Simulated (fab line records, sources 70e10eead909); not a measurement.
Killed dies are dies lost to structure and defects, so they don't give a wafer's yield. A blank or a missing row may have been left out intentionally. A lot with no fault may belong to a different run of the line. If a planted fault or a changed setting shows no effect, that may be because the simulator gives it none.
Problem report in the 8D (eight disciplines) form, filled by code | flow nand harc | the parts of the form that need people (team, actions taken, sign-off) are left out

== 1. WHAT WENT WRONG ==
rf fwd power W at NHARC_A_DECK1_JOINT_DEP_16 reads a mean of 789.6 W on 9 wafers of 3 lots; wafers without a fault read 896.8 W with a standard deviation of 2.9. Relative to the usual mean, that is a shift of -37 standard deviations.
The step: deposits SiO2, target thk 45 nm.
First seen on wafer L764.3, day 18 13:28, on pecvd-02. The record has a number at this step for 21 wafers belonging to 7 lots. Rule for "out" (also "out of limits"): further than 4 standard deviations from the usual mean. The other wafers with a number count as sound.

== 2. WHAT IT IS, AND WHAT IT ISN'T ==
question                    | is                     | is not
which readings at this step | rf fwd power W         | throttle valve pct
which lots                  | L764, L765, L766       | L751, L760, L769, L773
which wafers of those lots  | all that have a number | -
read on which tools         | pecvd-02               | pecvd-01, pecvd-04
when                        | from day 18 13:28      | up to then (6 sound wafers); but 6 sound wafers of L769, L773 came after

== 3. WHAT RULES OUT EACH SUSPECT ==
Counting: any tool at a process step up to the reading is kept as a suspect provided that every lot that is out went through it and no sound lot did after the first of them.
- pecvd-02 at NHARC_A_DECK1_JOINT_DEP_16 (deposits SiO2, target thk 45 nm): kept. Every lot that is out went through it, starting with L764 (day 18 13:28), and after that it ran no sound lot; the last sound lot it ran before then is L751 (day 13 04:38). Its own rf fwd power W readings are out on those wafers.
The count leaves pecvd-02 at NHARC_A_DECK1_JOINT_DEP_16.

== 4. THE CAUSE (what the simulator had put in) ==
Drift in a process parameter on pecvd-02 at NHARC_A_DECK1_JOINT_DEP_16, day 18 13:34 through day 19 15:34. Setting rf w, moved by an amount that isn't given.
After counting, this tool was the only one left.

== 5. THE CHAIN OF EFFECTS, in route order ==
One row per reading whose mean, taken over the struck wafers that have a number, lies over 3 standard deviations from the usual. Only readings whose record carries a usual standard deviation are examined. hours: median over the lots of the time between each lot's start at the first step of this table that gives one and its start at this step. sigmas: the change, counted in usual standard deviations.
hours | step                       | reading        | usual   | on struck wafers | change | sigmas
0     | NHARC_A_DECK1_JOINT_DEP_16 | rf fwd power W | 896.8 W | 789.6            | -107.2 | -37
Here are the process steps it includes:
- NHARC_A_DECK1_JOINT_DEP_16: deposits SiO2, target thk 45 nm.
Later measuring or inspecting steps at which every struck wafer that the step has a row for has a number for every such reading, and none has moved that far: NHARC_A_DECK1_JOINT_THK_MEAS_17, NHARC_END_SORT_01.

== 6. WHAT WOULD HAVE CAUGHT IT SOONER ==
In this record the first reading out of limits was taken at day 18 13:28.
